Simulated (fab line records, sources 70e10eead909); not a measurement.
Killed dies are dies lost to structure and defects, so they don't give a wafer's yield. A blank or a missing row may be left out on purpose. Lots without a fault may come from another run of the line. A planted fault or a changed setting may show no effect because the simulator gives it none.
Which tool did it? | flow nand_harc | 14 lots, 42 wafers sampled, at 4 steps of a route of 1302

WHAT THE GAUGES READ, wafer by wafer
The record holds no reading of a measuring or inspecting step that can be judged against a usual standard deviation.

WHICH TOOL RAN EACH LOT (tool, then ch and the chambers of the sampled wafers, then the start)
lot  | NHARC_A_CHANNEL_HOLE_D2_ETCH_26  | NHARC_A_CHANNEL_FILL_D2_ALD_02   | NHARC_A_CHANNEL_FILL_D2_STRIP_28   | NHARC_A_CHANNEL_FILL_D2_ANNEAL_22
L998 | har_etch-01 ch 0,1, day 13 05:54 | ald_hk-04 ch 2,3, day 13 08:06   | rie_diel-04 ch 0,1,2, day 14 09:29 | furnace-08 ch 0, day 14 17:35
L100 | har_etch-01 ch 0,1, day 14 08:19 | ald_hk-01 ch 0,1, day 14 10:32   | rie_diel-04 ch 0,1,2, day 15 13:28 | furnace-05 ch 0, day 15 20:41
L101 | har_etch-02 ch 0,1, day 14 11:25 | ald_hk-04 ch 0,1,3, day 14 13:41 | rie_diel-04 ch 2,3, day 15 13:30   | furnace-05 ch 0, day 15 20:41
L103 | har_etch-01 ch 1, day 15 09:41   | ald_hk-04 ch 0,1, day 15 11:46   | rie_diel-04 ch 1,2,3, day 16 13:44 | furnace-05 ch 0, day 16 21:04
L102 | har_etch-02 ch 0, day 15 11:18   | ald_hk-04 ch 2,3, day 15 13:41   | rie_diel-13 ch 2,3, day 16 13:44   | furnace-05 ch 0, day 16 21:04
L111 | har_etch-01 ch 0,1, day 19 11:32 | ald_hk-04 ch 0,1, day 19 13:43   | rie_diel-13 ch 0,1, day 20 13:32   | furnace-08, day 20 21:08
L112 | har_etch-02 ch 0,1, day 19 12:55 | ald_hk-02 ch 0,1,2, day 19 15:16 | rie_diel-04 ch 2,3, day 20 13:29   | furnace-08, day 20 21:08
L115 | har_etch-02 ch 0,1, day 20 13:52 | ald_hk-02 ch 0,3, day 20 15:57   | rie_diel-03 ch 1,2,3, day 21 19:44 | furnace-05 ch 0, day 22 03:11
L116 | har_etch-01 ch 0,1, day 21 00:53 | ald_hk-02 ch 0,1,3, day 21 04:52 | rie_diel-04 ch 1,2,3, day 22 05:11 | furnace-05 ch 0, day 22 12:26
L117 | har_etch-02 ch 0,1, day 21 02:04 | ald_hk-04 ch 1,2,3, day 21 05:07 | rie_diel-13 ch 2,3, day 22 05:10   | furnace-05 ch 0, day 22 12:26
L118 | har_etch-02 ch 0,1, day 21 20:01 | ald_hk-04 ch 0,1,2, day 21 22:04 | rie_diel-04 ch 0,1, day 22 22:30   | furnace-08 ch 0, day 23 06:20
L119 | har_etch-02 ch 0, day 22 07:34   | ald_hk-02 ch 0,1,3, day 22 09:57 | rie_diel-13 ch 1,2,3, day 23 10:10 | furnace-02 ch 0, day 23 18:02
L120 | har_etch-02 ch 0,1, day 22 22:23 | ald_hk-04 ch 1,3, day 23 00:31   | rie_diel-04 ch 1,3, day 24 00:50   | furnace-02 ch 0, day 24 08:47
L121 | har_etch-01 ch 0,1, day 22 22:55 | ald_hk-04 ch 0,3, day 23 01:05   | rie_diel-13 ch 0,3, day 24 00:50   | furnace-02 ch 0, day 24 08:47
- NHARC_A_CHANNEL_HOLE_D2_ETCH_26: etches the open film in C4F8/O2/Ar, time 224.1 s, target depth 300 nm.
- NHARC_A_CHANNEL_FILL_D2_ALD_02: deposits SiO2, target thk 6 nm, pulse time 10 s, ald cycles 60.
- NHARC_A_CHANNEL_FILL_D2_STRIP_28: strips in O2, time 20 s.
- NHARC_A_CHANNEL_FILL_D2_ANNEAL_22: time 7200 s.

WHAT THE TOOLS THEMSELVES READ (means of the sampled wafers that have a number; where no wafer has one, the mark that the record gives instead)
NHARC_A_CHANNEL_HOLE_D2_ETCH_26.
lot  | tool        | drypump_motor_current_A (A) | showerhead_plenum_p_Torr (Torr) | throttle_valve_pct (%)
L998 | har_etch-01 | 5.35                        | 3.70                            | 24.580
L100 | har_etch-01 | 5.35                        | 3.69                            | 24.585
L101 | har_etch-02 | 5.06                        | 3.65                            | 24.591
L103 | har_etch-01 | 5.35                        | 3.66                            | 24.580
L102 | har_etch-02 | 4.89                        | 3.62                            | 24.585
L111 | har_etch-01 | 5.36                        | 3.65                            | 24.581
L112 | har_etch-02 | 5.21                        | 3.78                            | 24.578
L115 | har_etch-02 | 5.06                        | 3.87                            | 24.578
L116 | har_etch-01 | 5.36                        | 3.63                            | 24.585
L117 | har_etch-02 | 5.21                        | 3.77                            | 24.578
L118 | har_etch-02 | 5.22                        | 3.76                            | 24.581
L119 | har_etch-02 | 4.89                        | 3.95                            | 24.574
L120 | har_etch-02 | 5.06                        | 3.86                            | 24.582
L121 | har_etch-01 | 5.37                        | 3.65                            | 24.592

NHARC_A_CHANNEL_FILL_D2_ALD_02.
lot  | tool      | heater_power_w (W) | precursor_pulse_height_rel
L998 | ald_hk-04 | 549                | 0.994
L100 | ald_hk-01 | 435                | 0.989
L101 | ald_hk-04 | 515                | 0.997
L103 | ald_hk-04 | 499                | 0.999
L102 | ald_hk-04 | 528                | 0.997
L111 | ald_hk-04 | 502                | 0.999
L112 | ald_hk-02 | 463                | 0.994
L115 | ald_hk-02 | 500                | 0.988
L116 | ald_hk-02 | 469                | 1.008
L117 | ald_hk-04 | 542                | 1.011
L118 | ald_hk-04 | 510                | 0.991
L119 | ald_hk-02 | 467                | 1.007
L120 | ald_hk-04 | 526                | 1.010
L121 | ald_hk-04 | 505                | 0.997

NHARC_A_CHANNEL_FILL_D2_STRIP_28.
lot  | tool        | drypump_motor_current_A (A) | oes_product_au (a.u.) | rf_vpp_V (V) | showerhead_plenum_p_Torr (Torr) | throttle_valve_pct (%)
L998 | rie_diel-04 | 5.7                         | 0.994                 | 57.8         | 3.48                            | 17.035
L100 | rie_diel-04 | 5.7                         | 0.994                 | 57.1         | 3.48                            | 17.033
L101 | rie_diel-04 | 5.5                         | 1.000                 | 58.3         | 3.70                            | 17.044
L103 | rie_diel-04 | 5.6                         | 1.001                 | 57.7         | 3.58                            | 17.039
L102 | rie_diel-13 | 5.6                         | 1.000                 | 57.9         | 3.40                            | 17.032
L111 | rie_diel-13 | 6.0                         | 1.004                 | 58.5         | 3.62                            | 17.033
L112 | rie_diel-04 | 5.5                         | 1.002                 | 57.9         | 3.70                            | 17.040
L115 | rie_diel-03 | 5.8                         | 1.007                 | 57.7         | 3.46                            | 17.042
L116 | rie_diel-04 | 5.6                         | 0.995                 | 57.8         | 3.58                            | 17.036
L117 | rie_diel-13 | 5.5                         | 1.009                 | 57.7         | 3.40                            | 17.031
L118 | rie_diel-04 | 5.5                         | 1.012                 | 58.4         | 3.37                            | 17.038
L119 | rie_diel-13 | 5.6                         | 1.004                 | 58.2         | 3.52                            | 17.042
L120 | rie_diel-04 | 5.7                         | 0.994                 | 57.9         | 3.46                            | 17.038
L121 | rie_diel-13 | 5.7                         | 1.006                 | 57.4         | 3.39                            | 17.037

NHARC_A_CHANNEL_FILL_D2_ANNEAL_22.
lot  | tool       | run_length_s (s) | spike_tc_bottom_C (C)
L998 | furnace-08 | 7234             | 644
L100 | furnace-05 | 7234             | 635
L101 | furnace-05 | 7233             | 635
L103 | furnace-05 | 7237             | 636
L102 | furnace-05 | 7231             | 636
L111 | furnace-08 | -                | -
L112 | furnace-08 | -                | -
L115 | furnace-05 | 7230             | 635
L116 | furnace-05 | 7228             | 635
L117 | furnace-05 | 7228             | 635
L118 | furnace-08 | 7236             | 645
L119 | furnace-02 | 7222             | 644
L120 | furnace-02 | 7227             | 643
L121 | furnace-02 | 7227             | 645

THE ANSWER, worked out from the rows above alone
Rule: what is usual is taken from the lots themselves. Put in order of their means at a reading, lots are off if they are a third of the lots or fewer, leave a main group of 4 or more, and stand apart from it by a gap of 3 or more times the standard deviation of the main group's means; of several such gaps the widest counts. A main group whose means are all the same, to the digits that the tables above print for the reading, isn't used. A lot without any number at a reading at which 4 lots or more have one is off too. The other lots that the step has rows for count as sound. The gauges are gone through in route order, then the tools' own readings, and for those a lot's mean is taken as printed above. The first step at which some lot is off is used, and at that step the reading that is off furthest; a lot without a number counts as furthest.
Off: L111, L112, at NHARC_A_CHANNEL_FILL_D2_ANNEAL_22 (run_length_s). Without a number there: L111, L112. The main group: mean 7231 s, standard deviation 4.2.
A tool fits if, at that step or a process step before it, it ran every lot that is off, and no sound lot after the first of them. None of those tried fits.

WHAT THE SIMULATOR HAD PUT IN
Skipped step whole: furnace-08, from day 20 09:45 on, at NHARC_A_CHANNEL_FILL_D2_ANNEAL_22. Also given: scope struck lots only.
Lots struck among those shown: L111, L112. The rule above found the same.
